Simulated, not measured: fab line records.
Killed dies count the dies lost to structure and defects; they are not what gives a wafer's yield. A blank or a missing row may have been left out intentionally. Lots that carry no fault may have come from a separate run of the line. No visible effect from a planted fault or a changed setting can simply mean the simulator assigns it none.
Matching of chambers | flow nand-harc | NHARC_P_GATE_DESCUM_61 on rie-diel-01 has 4 sister chambers
The step chemistry O2, time 3 s. 8 wafers are shown with their chamber, then 9 later ones without.

WAFERS WITH THEIR CHAMBER
wafer  | chamber | showerhead-plenum-p-Torr (Torr) | drypump-motor-current-A (A)
L999.1 | 3       | 1.78                            | 5.67
L100.4 | 0       | 1.96                            | 6.16
L102.1 | 2       | 2.02                            | 5.68
L102.2 | 0       | 1.96                            | 6.17
L102.6 | 1       | 2.01                            | 5.83
L106.1 | 2       | 2.01                            | 5.70
L106.3 | 1       | 2.01                            | 5.83
L106.5 | 3       | 1.78                            | 5.72

WAFERS WITH NO CHAMBER GIVEN
wafer  | showerhead-plenum-p-Torr (Torr) | drypump-motor-current-A (A)
L107.1 | 2.01                            | 5.93
L107.2 | 1.96                            | 6.17
L107.4 | 2.02                            | 5.73
L110.3 | 1.96                            | 6.16
L110.4 | 2.01                            | 5.69
L110.5 | 2.01                            | 5.87
L116.1 | 1.77                            | 5.67
L116.2 | 2.00                            | 5.96
L116.3 | 2.01                            | 5.67

WHICH CHAMBER EACH WENT THROUGH
wafer  | from the rows above | in truth
L107.1 | 1                   | 1
L107.2 | 0                   | 0
L107.4 | 2                   | 2
L110.3 | 0                   | 0
L110.4 | 2                   | 2
L110.5 | 1                   | 1
L116.1 | 3                   | 3
L116.2 | 1                   | 1
L116.3 | 2                   | 2
Correct placement for 9 of the 9. Can't be placed from these rows: 0. Number placed wrongly: 0.
How it was worked out, from the rows above alone: a wafer's distance from a chamber is the root of the sum, over the readings, of the square of ((its reading less the chamber's mean) divided by the reading's scatter). The wafer belongs to the nearest chamber; if the next one is less than 2 further off, it can't be placed. Each chamber's mean is taken over the wafers shown for it. The scatter: the root of (the sum of the squares of (reading less its chamber's mean) over the shown wafers, divided by (wafers less chambers)).
